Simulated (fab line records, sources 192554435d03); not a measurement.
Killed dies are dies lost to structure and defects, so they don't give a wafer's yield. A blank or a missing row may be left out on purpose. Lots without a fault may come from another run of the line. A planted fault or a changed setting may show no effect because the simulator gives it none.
Split-lot experiment | flow n5_finfet | 7 lots, 39 wafers read, on a route of 1938 steps

THE SPLIT
At N5_HKMG_FIN_HK_ALD_01 (deposits HfO2, target thk 1.6 nm, pulse time 3 s, purge time 3 s), the setting ald_cycles was moved away from the recipe's 30 on 15 of the 39 wafers read, by -50.0% to +46.7%. The other wafers ran this setting at the recipe's value.

FROM THE SPLIT TO THE READING: what the file shows between them, 4 steps
- N5_HKMG_FIN_HK_ANNEAL_02: time 30 s
- N5_HKMG_FIN_ALD_74: deposits La2O3, target thk 0.5 nm, pulse time 6 s, co reactant pulse time 1 s
- N5_HKMG_FIN_WET_ETCH_82: etches La2O3 in dHCl, stops on HfO2, target depth 2 nm, rinse time 30 s
- N5_HKMG_FIN_ALD_36: deposits TiN, target thk 1 nm, pulse time 1 s, purge time 3 s

THE READING
HK_THK, in nm, at N5_HKMG_FIN_THK_MEAS_70 (measures by xrf). Fault-free wafers of this fab line usually give 1.600 nm, standard deviation 0.022 nm.

wafer  | tool, chamber at the split | ald_cycles as run | against the recipe | HK_THK, nm | against lot-mates on the recipe
L074.1 | ald_hk-03, 1,2,3,0,2,1     | 30                | recipe             | 1.550      | -
L074.2 | ald_hk-03, 1,2,3,0,2,1     | 30                | recipe             | 1.577      | -
L074.3 | ald_hk-03, 1,2,3,0,2,1     | 30                | recipe             | 1.623      | -
L074.4 | ald_hk-03, 1,2,3,0,2,1     | 30                | recipe             | 1.582      | -
L074.5 | ald_hk-03, 1,2,3,0,2,1     | 30                | recipe             | 1.623      | -
L074.6 | ald_hk-03, 1,2,3,0,2,1     | 30                | recipe             | 1.570      | -
L078.1 | ald_hk-02, 1,3,1           | 30                | recipe             | 1.613      | -
L078.2 | ald_hk-02, 1,3,1           | 30                | recipe             | 1.603      | -
L078.3 | ald_hk-02, 0,2,2           | 43                | +43.3%             | 2.297      | +0.687
L078.4 | ald_hk-02, 0,2,2           | 43                | +43.3%             | 2.288      | +0.678
L078.5 | ald_hk-02, 0,2,2           | 43                | +43.3%             | 2.306      | +0.696
L078.6 | ald_hk-02, 1,3,1           | 30                | recipe             | 1.615      | -
L080.1 | ald_hk-01, 1,3,2           | 16                | -46.7%             | 0.881      | -0.733
L080.2 | ald_hk-01, 1,3,2           | 16                | -46.7%             | 0.867      | -0.747
L080.3 | ald_hk-01, 1,3,2           | 16                | -46.7%             | 0.888      | -0.726
L080.4 | ald_hk-01, 0,0,1           | 30                | recipe             | 1.624      | -
L080.5 | ald_hk-01, 0,0,1           | 30                | recipe             | 1.558      | -
L080.6 | ald_hk-01, 0,0,1           | 30                | recipe             | 1.659      | -
L083.1 | ald_hk-01, 0,2,3           | 15                | -50.0%             | 0.774      | -0.849
L083.2 | ald_hk-01, 3,1,0           | 30                | recipe             | 1.647      | -
L083.3 | ald_hk-01, 3,1,0           | 30                | recipe             | 1.619      | -
L083.4 | ald_hk-01, 0,2,3           | 15                | -50.0%             | 0.810      | -0.813
L083.5 | ald_hk-01, 0,2,3           | 15                | -50.0%             | 0.811      | -0.812
L083.6 | ald_hk-01, 3,1,0           | 30                | recipe             | 1.604      | -
L090.1 | ald_hk-01, 1,2,1           | 30                | recipe             | 1.584      | -
L090.2 | ald_hk-01, 1,2,1           | 30                | recipe             | 1.607      | -
L090.3 | ald_hk-01, 0,3,0           | 44                | +46.7%             | 2.335      | +0.740
L090.4 | ald_hk-01, 0,3,0           | 44                | +46.7%             | 2.344      | +0.749
L090.5 | ald_hk-01, 1,2,1           | 30                | recipe             | 1.594      | -
L090.6 | ald_hk-01, 0,3,0           | 44                | +46.7%             | 2.323      | +0.728
L092.1 | ald_hk-01, 2,3,1           | 30                | recipe             | 1.598      | -
L092.2 | ald_hk-01, 2,3,1           | 30                | recipe             | 1.621      | -
L092.3 | ald_hk-01, 2,3,1           | 30                | recipe             | 1.628      | -
L092.4 | ald_hk-01, 0,3,0           | 38                | +26.7%             | 2.069      | +0.453
L092.5 | ald_hk-01, 0,3,0           | 38                | +26.7%             | 2.029      | +0.413
L092.6 | ald_hk-01, 0,3,0           | 38                | +26.7%             | 2.035      | +0.419
L095.1 | ald_hk-03, 0,1,1           | 30                | recipe             | 1.620      | -
L095.3 | ald_hk-03, 0,1,1           | 30                | recipe             | 1.581      | -
L095.5 | ald_hk-03, 0,1,1           | 30                | recipe             | 1.572      | -
Where a row lists several chambers, the file gives one row for several wafers and doesn't say which wafer went through which chamber.

THE FIT
A straight line over all 39 wafers: HK_THK changes by +0.0159 nm for each +1% of ald_cycles; r = +1.00; the points scatter about the line by 0.024 nm.
The same after taking each lot's own level away (the mean of its wafers on the recipe; 39 wafers): +0.016 nm for each +1%; r = +1.00; scatter 0.022 nm.
On that fit, the largest move of ald_cycles shifts the reading by 0.8 nm.
The lots' own levels span 1.5875 to 1.6233 nm, that is 1.6 times the standard deviation above.
So the lot-to-lot level changes the slope little: the two slopes agree.
Check: with one of the wafers moved furthest among these (-50.0%) left out of the fit, the line predicts -0.796 nm for it against its lot-mates. It came out at -0.849 nm against them.

OTHER SPLITS ON THESE WAFERS
These wafers also went through other splits before the reading. Each is held against what the fit with the lots' levels taken away leaves over:
other split on the same wafers          | wafers away from the commonest value | r with HK_THK (lot level and that fit taken away)
N5_FIN_SAQP_SPACER2_ALD_28 target_thk_a | 12                                   | +0.22

THE WHOLE CHAIN: every reading that the file lists as answering this split, in the file's order
step                    | what it does                                                     | reading                                                                            | change (the file's fit)                | r (the file's)
N5_HKMG_FIN_HK_ALD_01   | deposits HfO2, target thk 1.6 nm, pulse time 3 s, purge time 3 s | HfO2_of_HKMG_FIN_HK_ALD_01.thk_nm (the simulator's own value, which no gauge read) | +0.0169 nm for each +1% of the setting | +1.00
N5_HKMG_FIN_THK_MEAS_70 | measures by xrf                                                  | HK_THK                                                                             | +0.016 for each +1% of the setting     | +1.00

THE FILE'S OWN FIT
HK_THK changes by +0.016 nm for each +1% of ald_cycles, r = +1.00.
